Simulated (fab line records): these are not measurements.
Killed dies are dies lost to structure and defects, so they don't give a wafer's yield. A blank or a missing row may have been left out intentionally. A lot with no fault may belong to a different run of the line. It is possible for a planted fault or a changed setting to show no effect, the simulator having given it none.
What tool caused it? -- flow n5_finfet -- 10 lots, 30 wafers sampled, at 5 steps of a route of 1938

## WHAT EACH GAUGE READ, for each wafer
N5_DUMMY_GATE_INSPECT_27: inspects for defects (brightfield). Usual: raw_defect_count reads 321 (standard deviation 95).
lot,measured,on,raw_defect_count,flag
L276,day 3 01:49,defect_inspect-01,313 262 226,
L280,day 4 02:13,defect_inspect-01,298 476 238,
L281,day 4 07:01,defect_inspect-01,177 152 270,
L284,day 5 02:25,defect_inspect-01,461 368 339,
L285,day 5 08:32,defect_inspect-01,329 319 311,
L286,day 5 11:29,defect_inspect-01,308 259 250,
L294,day 7 17:38,defect_inspect-01,250 316 304,
L296,day 8 06:48,defect_inspect-01,372 243 351,
L297,day 8 11:10,defect_inspect-02,251 202 281,
L298,day 8 14:38,defect_inspect-01,565 278 310,

N5_SD_EPI_N_OVL_MEAS_10. Usual: SD_N_BLK_OVL typically reads 0.5 nm, with standard deviation 0.83.
lot,measured,on,SD_N_BLK_OVL (nm),flag
L276,day 3 02:52,overlay-02,0.9 0.9 1.6,
L280,day 4 03:16,overlay-01,0.3 0.4 0.5,
L281,day 4 08:04,overlay-01,0.6 1.8 1.6,
L284,day 5 04:55,overlay-02,-0.9 -0.9 -0.1,
L285,day 5 09:34,overlay-01,-0.4 0.5 -0.3,
L286,day 5 12:32,overlay-01,0.4 0.3 0.2,
L294,day 7 18:58,overlay-01,1.4 1.6 0.1,
L296,day 8 07:43,overlay-01,0.3 0.4 -0.5,
L297,day 8 12:25,overlay-01,1.5 -0.4 0.5,
L298,day 8 15:48,overlay-02,0.1 1.1 -0.6,

N5_BEOL_M4_RC_MEAS_101. Usual: DIBL_N 36.1 mV/V, standard deviation 1.7; DIBL_P 35.9 mV/V, standard deviation 2.1; IOFF_N 0.154 nA/um, standard deviation 0.029; IOFF_P 0.21 nA/um, standard deviation 0.035; ION_N 673 uA/um, standard deviation 10; ION_P 463 uA/um, standard deviation 7.5; REXT_N 75.1 ohm.um, standard deviation 1.8; SS_N 71.6 mV/dec, standard deviation 0.59; SS_P 73.2 mV/dec, standard deviation 0.69; VT_N 250.5 mV, standard deviation 2.9; VT_N_LVT 100 mV, standard deviation 3.1; VT_P -250 mV, standard deviation 3.2.
lot,measured,on,DIBL_N (mV/V),DIBL_P (mV/V),IOFF_N (nA/um),IOFF_P (nA/um),ION_N (uA/um),ION_P (uA/um),REXT_N (ohm.um),SS_N (mV/dec),SS_P (mV/dec),VT_N (mV),VT_N_LVT (mV),VT_P (mV),flag
L276,day 8 10:36,prober-02,38.7 37.7 36.0,39.4 37.9 37.8,0.182 0.165 0.146,0.26 0.24 0.23,668 662 661,458 454 462,76.9 78.4 79.0,72.7 72.7 71.7,73.5 73.6 73.2,252.3 253.9 252.5,99 102 101,-247 -247 -249,
L280,day 9 14:58,prober-02,34.4 39.7 37.1,34.3 39.3 37.0,0.115 0.204 0.149,0.14 0.20 0.18,653 664 666,443 447 453,75.0 76.1 75.6,70.9 72.2 72.0,71.9 73.8 73.4,253.0 248.9 252.5,106 100 103,-259 -254 -256,
L281,day 9 20:05,prober-02,35.8 36.5 36.2,35.7 37.4 37.3,0.138 0.160 0.155,0.22 0.24 0.24,664 672 674,461 469 466,75.3 76.3 76.7,71.4 71.9 72.1,72.8 73.1 72.9,252.6 249.0 246.5,101 97 97,-250 -248 -247,
L284,day 10 12:09,prober-02,37.4 35.2 34.7,37.2 35.1 34.6,0.176 0.135 0.126,0.23 0.20 0.18,692 687 679,477 476 466,73.4 73.5 72.8,72.4 71.7 72.3,74.2 73.3 72.6,247.8 250.7 253.0,97 102 102,-248 -252 -252,
L285,day 11 10:22,prober-01,35.9 36.2 38.0,35.1 35.7 38.0,0.149 0.153 0.192,0.18 0.19 0.23,667 683 683,454 465 467,75.3 75.0 75.7,72.2 71.1 71.8,73.1 72.3 73.2,250.0 248.9 244.7,97 98 94,-253 -251 -249,
L286,day 11 12:47,prober-02,35.3 35.3 32.9,35.5 35.3 32.6,0.162 0.161 0.119,0.23 0.23 0.19,678 677 666,464 464 459,75.0 75.4 74.3,71.4 70.8 70.7,74.0 73.5 71.7,251.4 250.4 253.0,99 98 102,-245 -248 -247,
L294,day 13 10:14,prober-01,30.1 31.2 30.0,35.2 36.6 34.1,0.082 0.091 0.072,0.18 0.20 0.16,638 629 617,459 458 452,85.6 86.3 86.8,70.0 70.3 70.1,72.7 73.3 72.6,260.4 257.2 261.5,108 107 111,-253 -250 -252,OFF
L296,day 13 14:39,prober-02,29.8 28.3 31.2,33.3 32.1 34.5,0.081 0.078 0.094,0.19 0.19 0.21,635 639 630,465 475 464,87.3 87.7 86.1,70.5 70.2 70.7,71.5 72.4 72.7,260.8 257.4 255.9,108 107 107,-254 -252 -251,OFF
L297,day 13 18:20,prober-02,36.1 36.5 35.0,34.5 35.5 33.4,0.143 0.158 0.135,0.21 0.22 0.19,668 676 677,466 468 474,73.4 72.0 73.1,70.9 71.9 71.2,72.8 72.2 72.3,252.3 247.6 251.1,98 98 100,-247 -249 -250,
L298,day 14 09:39,prober-01,36.1 35.4 36.3,37.7 35.9 37.1,0.164 0.149 0.156,0.21 0.18 0.19,686 672 677,467 458 461,75.8 75.2 75.6,72.1 71.8 71.9,73.4 72.7 72.5,250.2 250.4 249.8,100 102 102,-251 -250 -250,

## TOOL THAT RAN EACH LOT (tool first, then ch and the chambers of the sampled wafers, then the start)
lot,N5_SD_EPI_N_ETCHBACK_44,N5_SD_EPI_N_VAPOR_ETCH_50
L276,"rie_diel-05 ch 0,2,3, day 3 03:20","epi_rpcvd-01 ch 0, day 3 04:29"
L280,"rie_diel-01 ch 1,2,3, day 4 03:44","epi_rpcvd-02 ch 0, day 4 05:19"
L281,"rie_diel-05 ch 0,2, day 4 08:35","epi_rpcvd-01 ch 0, day 4 09:40"
L284,"rie_diel-01 ch 1,3, day 5 05:23","epi_rpcvd-01 ch 0, day 5 06:29"
L285,"rie_diel-01 ch 0,2,3, day 5 10:14","epi_rpcvd-01 ch 0, day 5 11:22"
L286,"rie_diel-04 ch 0,2,3, day 5 13:00","epi_rpcvd-02 ch 0, day 5 14:10"
L294,"rie_diel-05 ch 0,2,3, day 7 19:26","epi_rpcvd-01 ch 0, day 7 20:44"
L296,"rie_diel-01 ch 0,2,3, day 8 08:11","epi_rpcvd-01 ch 0, day 8 09:23"
L297,"rie_diel-01 ch 0,3, day 8 12:53","epi_rpcvd-03 ch 0, day 8 14:03"
L298,"rie_diel-05 ch 1,2, day 8 16:16","epi_rpcvd-03 ch 0, day 8 17:21"
- N5_SD_EPI_N_ETCHBACK_44: etches SiNx in CH3F/O2, stops on SiO2, target depth 14.5 nm.
- N5_SD_EPI_N_VAPOR_ETCH_50: etches Si in HCl, time 54 s.

## WHAT THE TOOLS THEMSELVES READ (means of the sampled wafers that have a number; where no wafer has one, the mark that the record gives instead)
N5_SD_EPI_N_ETCHBACK_44. Usual: bias_w 73.01 W, standard deviation 0.22; drypump_motor_current_A 5.8 A, standard deviation 0.39; oes_product_au 0.66 a.u., standard deviation 0.067; rf_vpp_V 301 V, standard deviation 5; showerhead_plenum_p_Torr 2.06 Torr, standard deviation 0.034; throttle_valve_pct 16.30 %, standard deviation 0.17.
lot,tool,bias_w (W),drypump_motor_current_A (A),oes_product_au (a.u.),rf_vpp_V (V),showerhead_plenum_p_Torr (Torr),throttle_valve_pct (%),flag
L276,rie_diel-05,72.84,5.9,0.66,301,2.09,16.24,
L280,rie_diel-01,72.93,5.9,0.69,304,2.06,16.24,
L281,rie_diel-05,73.26,5.7,0.67,302,2.08,16.21,
L284,rie_diel-01,72.77,5.8,0.75,304,2.06,16.33,
L285,rie_diel-01,72.93,5.7,0.66,302,2.05,16.33,
L286,rie_diel-04,72.87,5.5,0.69,300,2.04,16.35,
L294,rie_diel-05,73.04,5.9,0.63,301,2.07,16.31,
L296,rie_diel-01,73.20,5.7,0.64,302,2.04,16.37,
L297,rie_diel-01,72.83,5.6,0.70,300,2.04,16.47,
L298,rie_diel-05,72.91,5.9,0.61,306,2.08,16.34,

N5_SD_EPI_N_VAPOR_ETCH_50. Usual: susceptor_temp_C 775.0 C, standard deviation 0.36; throttle_valve_pct 11.90 %, standard deviation 0.28.
lot,tool,susceptor_temp_C (C),throttle_valve_pct (%),flag
L276,epi_rpcvd-01,775.1,11.68,
L280,epi_rpcvd-02,775.3,12.03,
L281,epi_rpcvd-01,774.9,11.64,
L284,epi_rpcvd-01,774.9,11.78,
L285,epi_rpcvd-01,775.4,11.71,
L286,epi_rpcvd-02,774.8,12.06,
L294,epi_rpcvd-01,761.6,11.57,OFF
L296,epi_rpcvd-01,761.5,11.57,OFF
L297,epi_rpcvd-03,775.2,12.14,
L298,epi_rpcvd-03,774.7,12.27,

## THE ANSWER, worked out from the rows above alone
Rule: lot off if the mean of its wafers having a number is beyond 3 standard deviations from the usual mean. A lot without any number at a reading at which 4 lots or more have one is off too. All remaining lots with rows at the step are treated as sound. First the gauges in route order, then the tools' own readings, where a lot's mean is used as printed above. At the first step where some lot is off, the reading lying furthest off is the one used; lots without a number count as furthest.
Off: L294, L296, seen at N5_BEOL_M4_RC_MEAS_101 (REXT_N).
If a tool, at a process step before that reading, ran all the lots that are off and no sound lot after the first of them, it fits. The gauges at N5_BEOL_M4_RC_MEAS_101 aren't tried: what is off there is off at N5_SD_EPI_N_VAPOR_ETCH_50 too, on other tools, and a gauge's error can't cause that. One fits: epi_rpcvd-01 at N5_SD_EPI_N_VAPOR_ETCH_50. A fault onset in the window from L285 (day 5 11:22, its last sound lot) to L294 (day 7 20:44, its first lot off) fits.
On the lots that are off, the tool's own readings at N5_SD_EPI_N_VAPOR_ETCH_50 differ by more than 5 times the standard deviation of the sound lots' means, which bears it out; susceptor_temp_C reads 761.5 C there versus 775.0 C on the sound lots.

## WHAT WAS PUT IN BY THE SIMULATOR
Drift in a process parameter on epi_rpcvd-01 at N5_SD_EPI_N_VAPOR_ETCH_50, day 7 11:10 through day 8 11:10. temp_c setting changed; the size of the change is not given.
Struck lots among those shown: L294, L296. The rule given above showed the same thing.
